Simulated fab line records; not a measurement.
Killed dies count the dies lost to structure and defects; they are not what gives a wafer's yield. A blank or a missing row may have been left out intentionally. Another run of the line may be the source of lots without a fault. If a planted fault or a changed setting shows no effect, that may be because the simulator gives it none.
fab line records | flow nand-harc
record: lots: 14 | wafers: 42 | last-day: 33
route steps=1302 shown P_ZERO_WELL@46 P_STI@81
lots that met no fault: from a run of the same line without faults
start-h: start of the lot's first displayed wafer, in hours after the record's first day | wait-h: time in hours since the lot's previous step | " repeats the value in the row above | L1.1+2: several wafers, shown together as one row | - value missing, or start not given | * or withheld: withheld | < > ~ a bound
route shown NAME@n: names a module that has steps shown in the file, with the first one's number in the route | usual: mean and standard deviation over wafers with no fault | same: alike in all rows | chamber/n: place in a boat | sites: per-site readings | _std_site: standard deviation across them | _edge_site: mean of outer sites minus mean of inner sites | radius-mm: how far each site lies from the wafer's centre | mask NAME#n: copy n | behind: the most recent tool/chamber to have shaped the wafer | hold: the reason the lot was held/the length of the hold in hours/how it ended | device: transistor that didn't switch, given as n, p or np | end of line: the same wafers' tests at the end of the route | step lacking rows: just its recipe | killed: not the wafer's yield, but the dies lost to structure and defects at the first sort | map: shows each die of a wafer: x if killed, . if not, _ if none is there
set.NAME: the setting that was run; set.NAME@STEP: the one run at that earlier step | model.NAME: the simulator's own value behind a step, which no gauge read
one table for each step of the route and one row for each wafer, over a sample of lots
services: a tool's chamber out of use, with start hour (start-h, from the record's first day; less than 0 if before it), hours out, and reason
== steps ==
step: NHARC_P_ZERO_WELL_DESCUM_39
recipe: time-s: 3 | o2-flow-sccm: 200 | ar-flow-sccm: 0 | bias-power-w: 0 | chemistry: O2
usual: drypump-motor-current-A: 6.0/0.41 | oes-product-au: 1.001/0.01 | rf-vpp-V: 57.6/0.99 | showerhead-plenum-p-Torr: 1.90/0.094 | throttle-valve-pct: 11.311/0.0093
lot.wafer | tool        | chamber | start-h | wait-h | drypump-motor-current-A | oes-product-au | rf-hours-counter-h | rf-vpp-V | showerhead-plenum-p-Torr | throttle-valve-pct
L807.1    | rie-diel-11 | 0       | 34.65   | -      | 6.2                     | 0.985          | 46                 | 57.3     | 1.77                     | 11.295
L807.6    | "           | 0       | "       | "      | 6.2                     | 0.990          | -                  | 57.9     | 1.77                     | 11.296
L807.4    | "           | 1       | "       | "      | 6.1                     | 0.989          | -                  | 57.5     | 1.80                     | 11.321
L808.2    | rie-diel-07 | 0       | 44.43   | -      | 6.2                     | 0.995          | 25                 | 57.3     | 1.85                     | 11.315
L808.4    | "           | 2       | "       | "      | 5.7                     | 1.005          | 28                 | 58.7     | 2.07                     | 11.297
L808.5    | "           | 0       | "       | "      | 6.2                     | 0.995          | -                  | 57.3     | 1.85                     | 11.303
L809.1    | rie-diel-07 | 2       | 54.13   | -      | 5.7                     | 1.002          | 30                 | 58.8     | 2.07                     | 11.322
L809.2    | "           | 0       | "       | "      | 6.2                     | 0.998          | 26                 | 56.7     | 1.85                     | 11.309
L809.5    | "           | 3       | "       | "      | 5.6                     | 0.997          | -                  | 57.6     | 1.90                     | 11.313
L810.2    | rie-diel-07 | 1       | 64.20   | -      | 6.7                     | 0.999          | 33                 | 56.2     | 1.83                     | 11.310
L810.5    | "           | 0       | "       | "      | 6.2                     | 0.987          | -                  | 57.2     | 1.85                     | 11.326
L810.6    | "           | 1       | "       | "      | 6.7                     | 1.007          | -                  | 57.1     | 1.83                     | 11.299
L811.3    | rie-diel-07 | 0       | 76.40   | -      | 6.2                     | 0.988          | 33                 | 57.2     | 1.85                     | 11.319
L811.4    | "           | 2       | "       | "      | 5.6                     | 1.003          | 37                 | 57.2     | 2.06                     | 11.316
L811.5    | "           | 0       | "       | "      | 6.2                     | 0.992          | -                  | 57.4     | 1.85                     | 11.296
L812.2    | rie-diel-06 | 2       | 84.12   | -      | 5.1                     | 0.988          | 36                 | 57.4     | 1.94                     | 11.303
L812.3    | "           | 1       | "       | "      | 6.2                     | 0.996          | 36                 | 58.0     | 1.92                     | 11.307
L812.5    | "           | 2       | "       | "      | 5.0                     | 0.985          | -                  | 59.2     | 1.94                     | 11.310
L813.2    | rie-diel-11 | 3       | 94.43   | -      | 5.9                     | 1.012          | 3                  | 59.0     | 1.90                     | 11.316
L813.4    | "           | 2       | "       | "      | 5.5                     | 1.010          | -                  | 57.0     | 1.77                     | 11.310
L813.5    | "           | 0       | "       | "      | 6.2                     | 0.998          | -                  | 56.9     | 2.08                     | 11.295
L814.2    | rie-diel-11 | 0       | 104.14  | -      | 6.2                     | 1.008          | 6                  | 58.6     | 2.07                     | 11.311
L814.5    | "           | 3       | "       | "      | 5.9                     | 1.010          | -                  | 57.1     | 1.89                     | 11.318
L814.6    | "           | 2       | "       | "      | 5.5                     | 1.009          | -                  | 55.9     | 1.77                     | 11.303
L816.3    | rie-diel-11 | 0       | 124.39  | -      | 6.2                     | 0.997          | 16                 | 56.7     | 2.07                     | 11.324
L816.1    | "           | 2       | "       | "      | 5.5                     | 1.009          | 14                 | 56.3     | 1.77                     | 11.307
L816.6    | "           | 3       | "       | "      | 5.8                     | 1.005          | -                  | 58.2     | 1.89                     | 11.310
L817.3    | rie-diel-07 | 0       | 134.25  | -      | 6.2                     | 0.975          | 1                  | 57.7     | 1.85                     | 11.304
L817.4    | "           | 1       | "       | "      | 6.7                     | 1.013          | 1                  | 56.6     | 1.82                     | 11.328
L817.5    | "           | 1       | "       | "      | 6.7                     | 1.013          | -                  | 57.8     | 1.82                     | 11.310
L819.1    | rie-diel-07 | 3       | 154.31  | -      | 5.6                     | 1.008          | 10                 | 57.3     | 1.89                     | 11.296
L819.2    | "           | 2       | "       | "      | 5.7                     | 0.993          | 9                  | 56.7     | 2.06                     | 11.311
L819.6    | "           | 3       | "       | "      | 5.6                     | 1.012          | -                  | 56.6     | 1.89                     | 11.328
L821.1    | rie-diel-11 | 1       | 174.31  | -      | 6.1                     | 0.995          | 23                 | 57.9     | 1.79                     | 11.310
L821.2    | "           | 2       | "       | "      | 5.5                     | 1.009          | 36                 | 55.6     | 1.76                     | 11.309
L821.5    | "           | 0       | "       | "      | 6.2                     | 1.000          | -                  | 57.9     | 2.06                     | 11.322
L822.4    | rie-diel-07 | 1       | 184.13  | -      | 6.7                     | 1.034          | 15                 | 58.5     | 1.82                     | 11.318
L822.3    | "           | 2       | "       | "      | 5.7                     | 0.996          | 17                 | 58.4     | 2.05                     | 11.306
L822.1    | "           | 3       | "       | "      | 5.6                     | 1.014          | 18                 | 56.9     | 1.89                     | 11.315
L829.3    | rie-diel-06 | 3       | 254.38  | -      | 6.0                     | 1.000          | 31                 | 58.6     | 1.92                     | 11.308
L829.4    | "           | 0       | "       | "      | 6.1                     | 0.993          | 31                 | 59.1     | 1.95                     | 11.308
L829.1    | "           | 2       | "       | "      | 5.0                     | 0.983          | 38                 | 58.0     | 1.92                     | 11.306
step: NHARC_P_ZERO_WELL_INSPECT_43
usual: raw-defect-count: 14/7
lot.wafer | tool              | chamber | start-h | wait-h | raw-defect-count
L807.1    | defect-inspect-02 | -       | 37.97   | 0.6    | 5
L807.4    | "                 | -       | "       | "      | 4
L807.6    | "                 | -       | "       | "      | 6
L808.2    | defect-inspect-01 | -       | 47.72   | 0.5    | 22
L808.4    | "                 | -       | "       | "      | 13
L808.5    | "                 | -       | "       | "      | 9
L809.1    | defect-inspect-02 | -       | 57.44   | 0.6    | 18
L809.2    | "                 | -       | "       | "      | 21
L809.5    | "                 | -       | "       | "      | 11
L810.2    | defect-inspect-02 | -       | 68.03   | 0.9    | 10
L810.5    | "                 | -       | "       | "      | 13
L810.6    | "                 | -       | "       | "      | 19
L811.3    | defect-inspect-01 | -       | 79.68   | 0.4    | 18
L811.4    | "                 | -       | "       | "      | 18
L811.5    | "                 | -       | "       | "      | 17
L812.2    | defect-inspect-02 | -       | 87.43   | 0.5    | 13
L812.3    | "                 | -       | "       | "      | 26
L812.5    | "                 | -       | "       | "      | 24
L813.2    | defect-inspect-01 | -       | 97.73   | 0.5    | 12
L813.4    | "                 | -       | "       | "      | 27
L813.5    | "                 | -       | "       | "      | 13
L814.2    | defect-inspect-02 | -       | 107.55  | 0.5    | 5
L814.5    | "                 | -       | "       | "      | 6
L814.6    | "                 | -       | "       | "      | 11
L816.1    | defect-inspect-02 | -       | 127.69  | 0.6    | 11
L816.3    | "                 | -       | "       | "      | 19
L816.6    | "                 | -       | "       | "      | 13
L817.3    | defect-inspect-01 | -       | 137.64  | 0.4    | 8
L817.4    | "                 | -       | "       | "      | 12
L817.5    | "                 | -       | "       | "      | 16
L819.1    | defect-inspect-01 | -       | 157.59  | 0.6    | 10
L819.2    | "                 | -       | "       | "      | 11
L819.6    | "                 | -       | "       | "      | 3
L821.1    | defect-inspect-02 | -       | 177.63  | 0.6    | 9
L821.2    | "                 | -       | "       | "      | 10
L821.5    | "                 | -       | "       | "      | 13
L822.1    | defect-inspect-02 | -       | 187.45  | 0.6    | 27
L822.3    | "                 | -       | "       | "      | 10
L822.4    | "                 | -       | "       | "      | 20
L829.1    | defect-inspect-01 | -       | 257.67  | 0.6    | 17
L829.3    | "                 | -       | "       | "      | 12
L829.4    | "                 | -       | "       | "      | 15
step: NHARC_P_STI_PEB_07
recipe: peb-temp-c: 128 | peb-time-s: 80
usual: heater-power-total-W: 189.8/0.76
lot.wafer | tool           | chamber | start-h | wait-h | heater-power-total-W
L807.1    | litho-track-07 | 0       | 53.36   | 0.1    | 190.2
L807.4    | "              | 0       | "       | "      | 190.5
L807.6    | "              | 0       | "       | "      | 190.7
L808.2    | litho-track-02 | 0       | 64.42   | 0.1    | 190.6
L808.4    | "              | 0       | "       | "      | 188.6
L808.5    | "              | 0       | "       | "      | 190.7
L809.1    | litho-track-03 | 0       | 71.83   | 0.1    | 188.6
L809.2    | "              | 0       | "       | "      | 190.6
L809.5    | "              | 0       | "       | "      | 189.7
L810.2    | litho-track-02 | 0       | 85.26   | 0.1    | 189.9
L810.5    | "              | 0       | "       | "      | 189.6
L810.6    | "              | 0       | "       | "      | 188.6
L811.3    | litho-track-03 | 0       | 95.37   | 0.1    | 189.5
L811.4    | "              | 0       | "       | "      | 189.1
L811.5    | "              | 0       | "       | "      | 190.0
L812.2    | litho-track-02 | 0       | 103.29  | 0.1    | 188.5
L812.3    | "              | 0       | "       | "      | 190.5
L812.5    | "              | 0       | "       | "      | 190.8
L813.2    | litho-track-07 | 0       | 112.85  | 0.1    | 189.6
L813.4    | "              | 0       | "       | "      | 189.5
L813.5    | "              | 0       | "       | "      | 188.7
L814.2    | litho-track-07 | 0       | 124.58  | 0.1    | 190.9
L814.5    | "              | 0       | "       | "      | 190.9
L814.6    | "              | 0       | "       | "      | 189.2
L816.1    | litho-track-03 | 0       | 147.93  | 0.1    | 188.9
L816.3    | "              | 0       | "       | "      | 189.0
L816.6    | "              | 0       | "       | "      | 189.1
L817.3    | litho-track-03 | 0       | 154.07  | 0.1    | 190.0
L817.4    | "              | 0       | "       | "      | 190.9
L817.5    | "              | 0       | "       | "      | 190.9
L819.1    | litho-track-03 | 0       | 171.96  | 0.1    | 190.8
L819.2    | "              | 0       | "       | "      | 190.8
L819.6    | "              | 0       | "       | "      | 188.7
L821.1    | litho-track-03 | 0       | 192.29  | 0.1    | 493.9
L821.2    | "              | 0       | "       | "      | 488.9
L821.5    | "              | 0       | "       | "      | 489.7
L822.1    | litho-track-03 | 0       | 203.04  | 0.1    | 493.9
L822.3    | "              | 0       | "       | "      | 489.8
L822.4    | "              | 0       | "       | "      | 489.5
L829.1    | litho-track-02 | 0       | 273.75  | 0.1    | 190.6
L829.3    | "              | 0       | "       | "      | 189.2
L829.4    | "              | 0       | "       | "      | 189.1
step: NHARC_P_STI_CD_MEAS_09
recipe: target-cd-nm: 200 | landing-energy-ev: 500
usual: cd-nm: 200.4/1.7
lot.wafer | tool      | chamber | start-h | wait-h | cd-nm
L807.1    | cd-sem-02 | 0       | 53.44   | -      | 199.0
L807.4    | "         | 0       | "       | "      | 202.0
L807.6    | "         | 0       | "       | "      | 201.5
L808.2    | cd-sem-02 | 0       | 64.51   | -      | 202.1
L808.4    | "         | 0       | "       | "      | 201.3
L808.5    | "         | 0       | "       | "      | 198.8
L809.1    | cd-sem-03 | 0       | 71.91   | -      | 200.5
L809.2    | "         | 0       | "       | "      | 200.7
L809.5    | "         | 0       | "       | "      | 199.4
L810.2    | cd-sem-01 | 0       | 85.35   | -      | 201.9
L810.5    | "         | 0       | "       | "      | 201.2
L810.6    | "         | 0       | "       | "      | 200.0
L811.3    | cd-sem-03 | 0       | 95.46   | -      | 201.8
L811.4    | "         | 0       | "       | "      | 199.3
L811.5    | "         | 0       | "       | "      | 199.9
L812.2    | cd-sem-03 | 0       | 103.38  | -      | 202.2
L812.3    | "         | 0       | "       | "      | 202.1
L812.5    | "         | 0       | "       | "      | 199.7
L813.2    | cd-sem-01 | 0       | 112.94  | -      | 199.6
L813.4    | "         | 0       | "       | "      | 198.9
L813.5    | "         | 0       | "       | "      | 202.4
L814.2    | cd-sem-01 | 0       | 124.66  | -      | 201.6
L814.5    | "         | 0       | "       | "      | 200.6
L814.6    | "         | 0       | "       | "      | 200.4
L816.1    | cd-sem-02 | 0       | 148.01  | -      | 201.0
L816.3    | "         | 0       | "       | "      | 200.0
L816.6    | "         | 0       | "       | "      | 200.9
L817.3    | cd-sem-03 | 0       | 154.16  | -      | 201.9
L817.4    | "         | 0       | "       | "      | 200.2
L817.5    | "         | 0       | "       | "      | 201.6
L819.1    | cd-sem-02 | 0       | 172.05  | -      | 199.0
L819.2    | "         | 0       | "       | "      | 204.0
L819.6    | "         | 0       | "       | "      | 201.0
L821.1    | cd-sem-02 | 0       | 192.38  | -      | 68.2
L821.2    | "         | 0       | "       | "      | 69.0
L821.5    | "         | 0       | "       | "      | 68.9
L822.1    | cd-sem-03 | 0       | 203.12  | -      | 71.0
L822.3    | "         | 0       | "       | "      | 72.4
L822.4    | "         | 0       | "       | "      | 72.7
L829.1    | cd-sem-02 | 0       | 273.84  | -      | 199.6
L829.3    | "         | 0       | "       | "      | 201.8
L829.4    | "         | 0       | "       | "      | 201.0
step: NHARC_P_STI_OCD_MEAS_17
usual: trench-foot-cd-nm: 158.6/1.9
lot.wafer | tool   | chamber | start-h | wait-h | trench-foot-cd-nm
L807.1    | ocd-02 | -       | 54.23   | 0.1    | 157.7
L807.4    | "      | -       | "       | "      | 159.5
L807.6    | "      | -       | "       | "      | 159.4
L808.2    | ocd-02 | -       | 65.30   | 0.1    | 159.9
L808.4    | "      | -       | "       | "      | 159.7
L808.5    | "      | -       | "       | "      | 157.0
L809.1    | ocd-01 | -       | 72.70   | 0.1    | 157.8
L809.2    | "      | -       | "       | "      | 159.0
L809.5    | "      | -       | "       | "      | 157.5
L810.2    | ocd-01 | -       | 86.13   | 0.1    | 160.0
L810.5    | "      | -       | "       | "      | 159.1
L810.6    | "      | -       | "       | "      | 158.5
L811.3    | ocd-02 | -       | 96.27   | 0.1    | 159.8
L811.4    | "      | -       | "       | "      | 158.7
L811.5    | "      | -       | "       | "      | 157.8
L812.2    | ocd-01 | -       | 104.16  | 0.1    | 160.6
L812.3    | "      | -       | "       | "      | 159.9
L812.5    | "      | -       | "       | "      | 158.0
L813.2    | ocd-02 | -       | 113.72  | 0.1    | 159.2
L813.4    | "      | -       | "       | "      | 157.1
L813.5    | "      | -       | "       | "      | 161.8
L814.2    | ocd-02 | -       | 125.45  | 0.1    | 160.1
L814.5    | "      | -       | "       | "      | 158.3
L814.6    | "      | -       | "       | "      | 157.3
L816.1    | ocd-01 | -       | 148.80  | 0.1    | 158.7
L816.3    | "      | -       | "       | "      | 157.9
L816.6    | "      | -       | "       | "      | 159.4
L817.3    | ocd-02 | -       | 154.98  | 0.1    | 159.9
L817.4    | "      | -       | "       | "      | 158.8
L817.5    | "      | -       | "       | "      | 161.3
L819.1    | ocd-02 | -       | 172.83  | 0.1    | 157.0
L819.2    | "      | -       | "       | "      | 162.4
L819.6    | "      | -       | "       | "      | 159.1
L821.1    | ocd-01 | -       | 193.16  | 0.1    | 26.1
L821.2    | "      | -       | "       | "      | 27.5
L821.5    | "      | -       | "       | "      | 25.8
L822.1    | ocd-02 | -       | 203.91  | 0.1    | 29.5
L822.3    | "      | -       | "       | "      | 30.9
L822.4    | "      | -       | "       | "      | 30.8
L829.1    | ocd-01 | -       | 274.66  | 0.1    | 158.4
L829.3    | "      | -       | "       | "      | 159.9
L829.4    | "      | -       | "       | "      | 158.2
step: NHARC_P_STI_OCD_MEAS_43
usual: trench-foot-cd-nm: 158.7/1.8
lot.wafer | tool   | chamber | start-h | wait-h | trench-foot-cd-nm
L807.1    | ocd-01 | -       | 54.74   | -      | 157.5
L807.4    | "      | -       | "       | "      | 159.5
L807.6    | "      | -       | "       | "      | 158.2
L808.2    | ocd-01 | -       | 65.82   | -      | 160.3
L808.4    | "      | -       | "       | "      | 159.8
L808.5    | "      | -       | "       | "      | 157.1
L809.1    | ocd-02 | -       | 73.21   | -      | 157.7
L809.2    | "      | -       | "       | "      | 159.3
L809.5    | "      | -       | "       | "      | 158.1
L810.2    | ocd-02 | -       | 86.66   | -      | 160.0
L810.5    | "      | -       | "       | "      | 159.4
L810.6    | "      | -       | "       | "      | 158.2
L811.3    | ocd-01 | -       | 96.78   | -      | 160.2
L811.4    | "      | -       | "       | "      | 158.4
L811.5    | "      | -       | "       | "      | 158.1
L812.2    | ocd-02 | -       | 104.67  | -      | 160.0
L812.3    | "      | -       | "       | "      | 160.4
L812.5    | "      | -       | "       | "      | 157.3
L813.2    | ocd-01 | -       | 114.23  | -      | 159.1
L813.4    | "      | -       | "       | "      | 156.8
L813.5    | "      | -       | "       | "      | 162.2
L814.2    | ocd-01 | -       | 125.95  | -      | 159.9
L814.5    | "      | -       | "       | "      | 158.5
L814.6    | "      | -       | "       | "      | 157.5
L816.1    | ocd-02 | -       | 149.30  | -      | 159.0
L816.3    | "      | -       | "       | "      | 157.8
L816.6    | "      | -       | "       | "      | 159.4
L817.3    | ocd-01 | -       | 155.49  | -      | 159.8
L817.4    | "      | -       | "       | "      | 159.3
L817.5    | "      | -       | "       | "      | 161.0
L819.1    | ocd-01 | -       | 173.34  | -      | 157.2
L819.2    | "      | -       | "       | "      | 162.0
L819.6    | "      | -       | "       | "      | 159.7
L821.1    | ocd-02 | -       | 193.67  | -      | 25.8
L821.2    | "      | -       | "       | "      | 27.4
L821.5    | "      | -       | "       | "      | 26.7
L822.1    | ocd-01 | -       | 204.42  | -      | 29.0
L822.3    | "      | -       | "       | "      | 31.6
L822.4    | "      | -       | "       | "      | 31.3
L829.1    | ocd-01 | -       | 275.17  | -      | 158.1
L829.3    | "      | -       | "       | "      | 160.5
L829.4    | "      | -       | "       | "      | 158.1
step: NHARC_P_STI_CMP_21
recipe: t-overpolish-s: 20 | target-thk-nm: 380.67
usual: motor-current-A: 12.1/0.99 | overpolish-run-s: 20.000/0.0082
lot.wafer | tool   | chamber | start-h | wait-h | motor-current-A | overpolish-run-s
L807.4    | cmp-01 | 3       | 71.73   | 0.4    | 11.6            | 20.005
L807.1    | "      | 0       | "       | "      | 11.5            | 20.009
L807.6    | "      | 2       | "       | "      | 11.9            | 20.001
L808.4    | cmp-03 | 0       | 85.05   | 0.4    | 12.7            | 19.993
L808.2    | "      | 3       | "       | "      | 11.6            | 19.995
L808.5    | "      | 0       | "       | "      | 12.7            | 20.003
L809.1    | cmp-02 | 2       | 92.44   | 0.4    | 11.4            | 19.994
L809.2    | "      | 0       | "       | "      | 12.3            | 20.006
L809.5    | "      | 2       | "       | "      | 11.9            | 20.009
L810.2    | cmp-03 | 3       | 105.00  | 0.4    | 12.0            | 20.004
L810.6    | "      | 0       | "       | "      | 14.2            | 19.994
L810.5    | "      | 1       | "       | "      | 11.9            | 19.988
L811.4    | cmp-02 | 0       | 113.86  | 0.4    | 12.0            | 19.994
L811.3    | "      | 1       | "       | "      | 12.6            | 20.000
L811.5    | "      | 0       | "       | "      | 11.9            | 20.011
L812.2    | cmp-03 | 0       | 125.08  | 0.4    | 13.0            | 19.990
L812.3    | "      | 1       | "       | "      | 12.1            | 19.982
L812.5    | "      | 1       | "       | "      | 12.2            | 20.001
L813.2    | cmp-03 | 2       | 139.96  | 0.4    | 12.4            | 19.991
L813.4    | "      | 3       | "       | "      | 11.8            | 20.001
L813.5    | "      | 2       | "       | "      | 12.2            | 20.009
L814.2    | cmp-03 | 2       | 148.46  | 0.4    | 13.1            | 20.001
L814.5    | "      | 2       | "       | "      | 13.6            | 20.003
L814.6    | "      | 3       | "       | "      | 11.6            | 19.991
L816.3    | cmp-03 | 1       | 169.40  | 0.4    | 12.2            | 20.008
L816.1    | "      | 0       | "       | "      | 13.2            | 19.997
L816.6    | "      | 1       | "       | "      | 12.4            | 20.008
L817.4    | cmp-02 | 0       | 169.44  | 0.4    | 11.6            | 19.997
L817.3    | "      | 1       | "       | "      | 12.8            | 19.990
L817.5    | "      | 3       | "       | "      | 10.1            | 19.994
L819.1    | cmp-02 | 2       | 192.30  | 0.4    | 11.8            | 20.006
L819.2    | "      | 3       | "       | "      | 9.8             | 20.001
L819.6    | "      | 0       | "       | "      | 11.8            | 20.006
L821.2    | cmp-03 | 3       | 212.73  | 0.4    | 11.8            | 19.999
L821.1    | "      | 2       | "       | "      | 13.0            | 20.006
L821.5    | "      | 3       | "       | "      | 11.5            | 19.999
L822.3    | cmp-03 | 2       | 220.77  | 0.4    | 13.1            | 20.005
L822.4    | "      | 0       | "       | "      | 13.3            | 20.003
L822.1    | "      | 1       | "       | "      | 11.8            | 19.984
L829.4    | cmp-01 | 2       | 292.45  | 0.4    | 12.1            | 19.997
L829.1    | "      | 3       | "       | "      | 11.5            | 19.984
L829.3    | "      | 1       | "       | "      | 13.8            | 20.007
== services ==
tool           | chamber | start-h | hours | kind
rie-diel-11    | 2       | 10.72   | 46.9  | repair
rie-diel-07    | 0       | 14.21   | 3.0   | repair
cmp-03         | -       | 15.91   | 0.9   | repair
rie-diel-11    | 0       | 35.28   | 11.8  | repair
cmp-03         | -       | 36.00   | 2.8   | repair
cmp-03         | -       | 52.30   | 2.1   | repair
cmp-03         | -       | 64.02   | 4.0   | pm
cmp-03         | -       | 71.60   | 1.1   | repair
rie-diel-11    | 1       | 73.85   | 41.0  | repair
cmp-03         | -       | 78.99   | 4.0   | repair
rie-diel-11    | -       | 78.99   | 9.0   | pm
litho-track-03 | -       | 100.00  | 7.0   | pm
rie-diel-07    | -       | 117.25  | 9.0   | pm
rie-diel-07    | -       | 129.42  | 1.1   | repair
cmp-03         | -       | 162.02  | 4.0   | pm
rie-diel-11    | 3       | 168.35  | 7.3   | repair
cmp-03         | -       | 173.55  | 2.7   | repair
cmp-03         | -       | 225.99  | 2.1   | repair
cmp-03         | -       | 235.35  | 0.8   | repair
rie-diel-11    | -       | 255.99  | 9.0   | pm
rie-diel-07    | 0       | 256.75  | 2.1   | repair
cmp-03         | -       | 257.46  | 2.6   | repair
rie-diel-11    | 3       | 268.47  | 113.1 | repair
litho-track-03 | -       | 275.00  | 7.0   | pm
== key ==
first-sign: step: NHARC_P_STI_PEB_07 | reading: heater-power-total-W | direction: up | sigmas: 99+ | usual: * | struck: *
effect: step: NHARC_P_STI_CD_MEAS_09 | reading: cd-nm | direction: down | sigmas: 76 | usual: 200.4 | struck: 70.4
effect: step: NHARC_P_STI_OCD_MEAS_17 | reading: trench-foot-cd-nm | direction: down | sigmas: 70 | usual: 158.6 | struck: 28.4
effect: step: NHARC_P_STI_OCD_MEAS_43 | reading: trench-foot-cd-nm | direction: down | sigmas: 71 | usual: 158.7 | struck: 28.6
met-at NHARC_P_STI_PEB_07
struck-lots L821,L822
later-rows-left-out L821.1,L821.2,L821.5,L822.1,L822.3,L822.4
sort-left-out L821.1,L821.2,L821.5,L822.1,L822.3,L822.4
tester-left-out L821,L822
not-acting-at NHARC_P_ZERO_WELL_DESCUM_39,NHARC_P_ZERO_WELL_INSPECT_43,NHARC_P_STI_CMP_21
onset-between 171.96 192.29
fault: kind: process-parameter-drift | tool: litho-track-03 | chamber: - | onset-h: 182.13 | steps: NHARC_P_STI_PEB_07 | channel: peb-time-s | offset: * | shape: step | end-h: 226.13 | acts-in: * | stated: *
tester-left-out: of these lots the tester's yield and bins aren't shown, on N5 and GAA mostly nor the transistor test; their killed dies are dies lost to structure and defects alone, not to doping, threshold or leakage, so they don't give the yield
sort-left-out: the simulated sort isn't trusted on such a fault, so these wafers' sort isn't shown, and their yield isn't known
later-rows-left-out: the simulator's readings of these wafers behind a module that went badly wrong aren't trusted and aren't shown, but for the sort
